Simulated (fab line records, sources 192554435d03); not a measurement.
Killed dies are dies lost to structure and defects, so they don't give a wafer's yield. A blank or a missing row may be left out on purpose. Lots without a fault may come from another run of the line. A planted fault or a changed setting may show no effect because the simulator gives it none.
fab line records | flow n5_finfet
record lots=7 wafers=21
route steps=1938 shown PASSIVATION@1931
start_h: hours from the record's first day to the start of the lot's first wafer shown | wait_h: hours since the lot's step before | " the same as in the row above | L1.1+2: a row that stands for several wafers | - no value, or no start given | * or withheld: withheld | < > ~ a bound
route shown NAME@n: a module of which the file shows steps, and the number in the route of the first | usual: mean/standard deviation of fault-free wafers | same: alike in all rows | chamber/n: place in a boat | sites: the reading at each site | _std_site: their standard deviation | _edge_site: outer sites' mean less inner sites' | radius_mm: how far each site lies from the wafer's centre | mask NAME#n: copy n | behind: the tool/chamber that last shaped the wafer | hold: why the lot was held/for how many hours/how that ended | device: the transistor (n, p or np) that didn't switch | end of line: the same wafers' tests at the end of the route | a step without rows: its recipe alone | killed: dies lost to structure and defects at the first sort, not the wafer's yield | map: a wafer's dies, x killed, . not, _ none there
set.NAME: the setting as run; set.NAME@STEP: as run at that earlier step | model.NAME: the simulator's own value behind a step, which no gauge read
lots whose settings were changed on purpose; a table a step, a row a wafer
## steps
# step N5_PASSIVATION_STRIP_48
# recipe chemistry=O2 power_w=600 temp_c=60 pressure_mtorr=30 rf_frequency_hz=6e+07 bias_power_w=0 overash_fraction=0.5 o2_flow_sccm=225
# columns lot.wafer tool chamber start_h wait_h set.power_w
L078.1+2+5 rie_diel-06 1,2,0 304.88 0.1 600
L081.1+4 rie_diel-01 1,3 314.15 0.1 540.2
L081.2 " 0 " " 600
L080.2+3 rie_diel-06 3,1 321.27 0.1 600
L080.4 " 0 " " 643.1
L082.1 rie_diel-02 1 326.11 0.1 523.6
L082.2+5 " 3,1 " " 600
L087.2 rie_diel-02 1 356.69 0.1 680.1
L087.4+5 " 3,1 " " 600
L089.2+3+5 rie_diel-01 3,2,0 369.39 0.1 600
L094.1 rie_diel-02 1 402.23 0.1 600
L094.2+6 " 2 " " 533.1
# step N5_PASSIVATION_STRIP_52
# recipe chemistry=post_etch_residue_remover time_s=1200 temp_c=72.5
# step N5_PASSIVATION_CLEAN_71
# recipe chemistry=IPA time_s=180 temp_c=25
# step N5_PASSIVATION_SRD_72
# recipe dry=ipa_marangoni time_s=30 temp_c=23 rinse_liquid=diw
# step N5_PASSIVATION_ANNEAL_56
# recipe temp_c=400 time_s=1800 ambient=FGA idle_temp_c=300 ramp_up_c_per_min=5 ramp_down_c_per_min=3
# step N5_PASSIVATION_PROBE_49
# usual defect_limited_yield=91.4/1.3 killed_at_M0_to_M3=34/10 killed_at_M4_up=14/5.6 killed_at_contacts=13/5.9 killed_at_front_end=37/9.9 killed_at_other=3.5/2.8 killed_dies=101/15 killed_open=67/12 killed_short=32/6.6 sort_bin_4_leakage=0.00/0.014 sort_bin_5_function=5.0/0.81 sort_bin_6_memory=3.2/0.66 sort_n_pass=1079/15 sort_yield_pct=91.4/1.3
# same gross_dies=1180 killed_at_back_side=0 sort_bin_8_speed[%]=0
# columns lot.wafer tool chamber start_h wait_h set.time_s@PASSIVATION_DESCUM_46 defect_limited_yield[%] killed_at_M0_to_M3 killed_at_M4_up killed_at_contacts killed_at_front_end killed_at_other killed_dies killed_open killed_short sort_bin_4_leakage[%] sort_bin_5_function[%] sort_bin_6_memory[%] sort_n_pass sort_yield_pct[%]
L078.1 prober-02 - 308.64 0.0 7.9 90.3 51 19 9 33 2 114 85 28 0 5.7 3.7 1066 90.3
L078.2 prober-02 - 308.69 0.1 7.9 88.4 60 10 8 54 5 137 90 47 0 6.7 4.8 1043 88.4
L078.5 prober-02 - 308.84 0.2 7.9 91.9 38 14 11 31 2 96 68 28 0 4.8 3.1 1084 91.9
L081.1 prober-01 - 316.64 0.0 7.9 0 29 14 12 1120 5 1180 72 36 0 96.7 3.1 0 0
L081.2 prober-01 - 316.69 0.1 9.603 0 24 11 12 1132 1 1180 65 28 0 96.7 3.1 0 0
L081.4 prober-01 - 316.79 0.2 7.9 0 35 23 22 1095 5 1180 86 47 0 95.4 4.0 0 0
L080.2 prober-02 - 323.84 0.1 6.813 92.2 32 8 19 24 9 92 59 31 0.08 4.6 2.8 1088 92.2
L080.3 prober-02 - 323.89 0.1 7.9 91.9 30 17 16 31 2 96 68 27 0.08 4.7 3.3 1084 91.9
L080.4 prober-02 - 323.94 0.2 7.9 89.5 31 16 18 51 8 124 82 38 0 6.4 3.7 1056 89.5
L082.1 prober-01 - 328.61 0.0 7.9 0 18 12 3 1146 1 1180 38 19 0 97.7 2.0 0 0
L082.2 prober-01 - 328.66 0.1 7.9 0 26 12 9 1128 5 1180 56 38 0 96.6 3.0 0 0
L082.5 prober-01 - 328.81 0.2 7.9 0 17 13 6 1140 4 1180 57 22 0 96.9 2.9 0 0
L087.2 prober-02 - 359.23 0.1 8.915 91.0 18 13 22 48 5 106 42 32 0 6.1 2.7 1074 91.0
L087.4 prober-02 - 359.33 0.2 8.915 92.1 29 6 16 41 1 93 64 25 0 4.6 3.1 1087 92.1
L087.5 prober-02 - 359.38 0.2 7.9 78.1 29 10 25 195 0 259 66 42 0 5.4 3.6 921 78.1
L089.2 prober-01 - 371.98 0.1 7.9 91.0 33 21 8 44 0 106 64 32 0.51 4.6 3.4 1068 90.5
L089.3 prober-01 - 372.03 0.1 8.862 90.6 41 14 16 34 6 111 65 44 0 5.3 3.8 1069 90.6
L089.5 prober-01 - 372.13 0.2 8.862 87.6 55 20 21 45 5 146 96 50 0 7.1 4.5 1034 87.6
L094.1 prober-02 - 404.72 0.0 6.148 69.4 40 9 8 299 5 361 67 38 0 4.8 3.6 819 69.4
L094.2 prober-02 - 404.77 0.1 7.9 67.6 34 8 9 327 4 382 70 32 0 5.1 3.3 798 67.6
L094.6 prober-02 - 404.97 0.3 7.9 90.8 44 11 13 27 13 108 60 43 0 5.3 3.7 1072 90.8
# killed by level:class
L078.1 BEOL_M0_SAQP:geometric_particle:open=13 BEOL_M2:geometric_particle:open=10 FIN_SAQP:geometric_particle:open=9 STI_FIN_REVEAL:geometric_particle:open=8 MOL_CONTACT_COAG:geometric_particle:open=8 BEOL_M3:geometric_particle:open=8 BEOL_M4:geometric_particle:open=8 BEOL_M0_SAQP:geometric_particle:short=7
L078.2 BEOL_M3:geometric_particle:open=27 FIN_SAQP:geometric_particle:short=14 STI_FIN_REVEAL:geometric_particle:open=13 FIN_SAQP:geometric_particle:open=8 BEOL_M0_SAQP:geometric_particle:open=8 BEOL_M2:geometric_particle:open=7 GATE_CUT:geometric_particle:short=6 STI_FIN_REVEAL:geometric_particle:short=5
L078.5 BEOL_M3:geometric_particle:open=14 MOL_CONTACT_COAG:geometric_particle:open=10 STI_FIN_REVEAL:geometric_particle:open=8 BEOL_M4:geometric_particle:open=8 FIN_SAQP:geometric_particle:open=6 BEOL_M2:geometric_particle:open=6 BEOL_M0_SAQP:geometric_particle:short=4 BEOL_M3:geometric_particle:short=4
L081.1 DUMMY_GATE:area_cvd=1071 STI_FIN_REVEAL:geometric_particle:open=14 MOL_CONTACT_COAG:geometric_particle:open=11 FIN_SAQP:geometric_particle:short=8 BEOL_M1:geometric_particle:open=8 BEOL_M4:geometric_particle:open=7 STI_FIN_REVEAL:geometric_particle:short=6 FIN_SAQP:geometric_particle:open=5
L081.2 DUMMY_GATE:area_cvd=1086 STI_FIN_REVEAL:geometric_particle:open=18 MOL_CONTACT_COAG:geometric_particle:open=10 DUMMY_GATE:geometric_particle:open=6 BEOL_M1:geometric_particle:open=6 BEOL_M0_SAQP:geometric_particle:short=5 BEOL_M4:geometric_particle:open=5 STI_FIN_REVEAL:geometric_particle:short=4
L081.4 DUMMY_GATE:area_cvd=1046 FIN_SAQP:geometric_particle:short=19 MOL_CONTACT_COAG:geometric_particle:open=17 FIN_SAQP:geometric_particle:open=12 BEOL_M1:geometric_particle:open=11 BEOL_M4:geometric_particle:open=10 BEOL_M0_SAQP:geometric_particle:open=10 STI_FIN_REVEAL:geometric_particle:open=5
L080.2 MOL_CONTACT_COAG:geometric_particle:open=16 BEOL_M0_SAQP:geometric_particle:open=12 BEOL_M0_SAQP:geometric_particle:short=8 FIN_SAQP:geometric_particle:short=6 FIN_SAQP:geometric_particle:open=4 BEOL_M4:geometric_particle:open=4 STI_FIN_REVEAL:geometric_particle:short=3 BEOL_M2:geometric_particle:open=3
L080.3 MOL_CONTACT_COAG:geometric_particle:open=16 BEOL_M0_SAQP:geometric_particle:short=9 BEOL_M0_SAQP:geometric_particle:open=8 BEOL_M4:geometric_particle:open=8 GATE_CUT:geometric_particle:short=7 BEOL_M2:geometric_particle:open=7 STI_FIN_REVEAL:geometric_particle:open=6 FIN_SAQP:geometric_particle:open=4
L080.4 MOL_CONTACT_COAG:geometric_particle:open=16 STI_FIN_REVEAL:geometric_particle:open=14 FIN_SAQP:geometric_particle:short=13 BEOL_M2:geometric_particle:open=12 FIN_SAQP:geometric_particle:open=5 BEOL_M1:geometric_particle:open=5 BEOL_M4:geometric_particle:open=5 BEOL_M0_SAQP:geometric_particle:open=4
L082.1 DUMMY_GATE:area_cvd=1122 FIN_SAQP:geometric_particle:open=10 GATE_CUT:geometric_particle:short=5 BEOL_M2:geometric_particle:open=5 BEOL_M4:geometric_particle:open=4 STI_FIN_REVEAL:geometric_particle:open=3 MOL_CONTACT_COAG:geometric_particle:open=3 BEOL_M0_SAQP:geometric_particle:short=3
L082.2 DUMMY_GATE:area_cvd=1085 FIN_SAQP:geometric_particle:open=19 FIN_SAQP:geometric_particle:short=10 BEOL_M4:geometric_particle:open=7 MOL_CONTACT_COAG:geometric_particle:open=6 BEOL_M0_SAQP:geometric_particle:short=6 BEOL_M2:geometric_particle:open=6 DUMMY_GATE:geometric_particle:open=5
L082.5 DUMMY_GATE:area_cvd=1101 FIN_SAQP:geometric_particle:open=18 FIN_SAQP:geometric_particle:short=11 BEOL_M5:geometric_particle:open=7 BEOL_M1:geometric_particle:open=5 MOL_CONTACT_COAG:geometric_particle:open=4 BEOL_M0_SAQP:geometric_particle:short=4 STARTING-WAFER:geometric_particle:short=3
L087.2 FIN_CUT:area_etch=32 MOL_CONTACT_COAG:geometric_particle:open=13 MOL_CONTACT_COAG:geometric_particle:short=9 BEOL_M4:geometric_particle:open=6 BEOL_M2:geometric_particle:open=5 FIN_SAQP:geometric_particle:short=4 BEOL_M0_SAQP:geometric_particle:short=4 STI_FIN_REVEAL:geometric_particle:open=3
L087.4 MOL_CONTACT_COAG:geometric_particle:open=15 FIN_SAQP:geometric_particle:open=11 BEOL_M0_SAQP:geometric_particle:open=9 BEOL_M0_SAQP:geometric_particle:short=8 STI_FIN_REVEAL:geometric_particle:open=7 BEOL_M1:geometric_particle:open=5 BEOL_M2:geometric_particle:open=5 FIN_SAQP:geometric_particle:short=3
L087.5 SDB:area_expose=151 STI_FIN_REVEAL:geometric_particle:open=17 MOL_CONTACT_COAG:geometric_particle:open=16 FIN_SAQP:geometric_particle:short=9 MOL_CONTACT_COAG:geometric_particle:short=9 BEOL_M2:geometric_particle:open=8 BEOL_M3:geometric_particle:short=8 STI_FIN_REVEAL:geometric_particle:short=7
L089.2 STI_FIN_REVEAL:geometric_particle:open=11 BEOL_M0_SAQP:geometric_particle:short=11 SDB:area_expose=10 BEOL_M4:geometric_particle:open=7 MOL_CONTACT_COAG:geometric_particle:open=6 BEOL_M2:geometric_particle:open=6 BEOL_M3:geometric_particle:short=5 BEOL_M8:geometric_particle:open=5
L089.3 MOL_CONTACT_COAG:geometric_particle:open=14 BEOL_M0_SAQP:geometric_particle:short=11 BEOL_M0_SAQP:geometric_particle:open=8 BEOL_M3:geometric_particle:open=8 STI_FIN_REVEAL:geometric_particle:open=7 ILD0:geometric_particle:short=7 FIN_SAQP:geometric_particle:short=5 FIN_SAQP:geometric_particle:open=5
L089.5 MOL_CONTACT_COAG:geometric_particle:open=18 STI_FIN_REVEAL:geometric_particle:open=12 BEOL_M1:geometric_particle:open=12 BEOL_M0_SAQP:geometric_particle:short=11 BEOL_M0_SAQP:geometric_particle:open=11 BEOL_M4:geometric_particle:open=9 BEOL_M3:geometric_particle:open=7 ILD0:geometric_particle:short=6
L094.1 SDB:area_expose=256 FIN_SAQP:geometric_particle:open=10 BEOL_M2:geometric_particle:open=8 SPACER0:geometric_particle:open=7 BEOL_M0_SAQP:geometric_particle:short=7 BEOL_M0_SAQP:geometric_particle:open=7 MOL_CONTACT_COAG:geometric_particle:open=6 BEOL_M3:geometric_particle:open=6
L094.2 SDB:area_expose=274 STI_FIN_REVEAL:geometric_particle:open=15 FIN_SAQP:geometric_particle:open=11 BEOL_M2:geometric_particle:open=9 GATE_CUT:geometric_particle:short=8 BEOL_M3:geometric_particle:open=7 MOL_CONTACT_COAG:geometric_particle:open=6 BEOL_M3:geometric_particle:short=6
L094.6 MOL_CONTACT_COAG:geometric_particle:open=12 BEOL_M0_SAQP:geometric_particle:short=11 BEOL_M3:geometric_particle:open=8 BEOL_M2:geometric_particle:open=7 BEOL_M0_SAQP:geometric_particle:open=6 GATE_CUT:geometric_particle:short=6 STI_FIN_REVEAL:geometric_particle:open=5 SPACER0:geometric_particle:short=5
## key
split step=N5_PASSIVATION_STRIP_48 setting=power_w stated=600 by=wafer
response none clear
split outside_this_file step=N5_PASSIVATION_DESCUM_46 setting=time_s
# split outside_this_file: this setting was split too, and the file shows its column; the key of that split is in another file
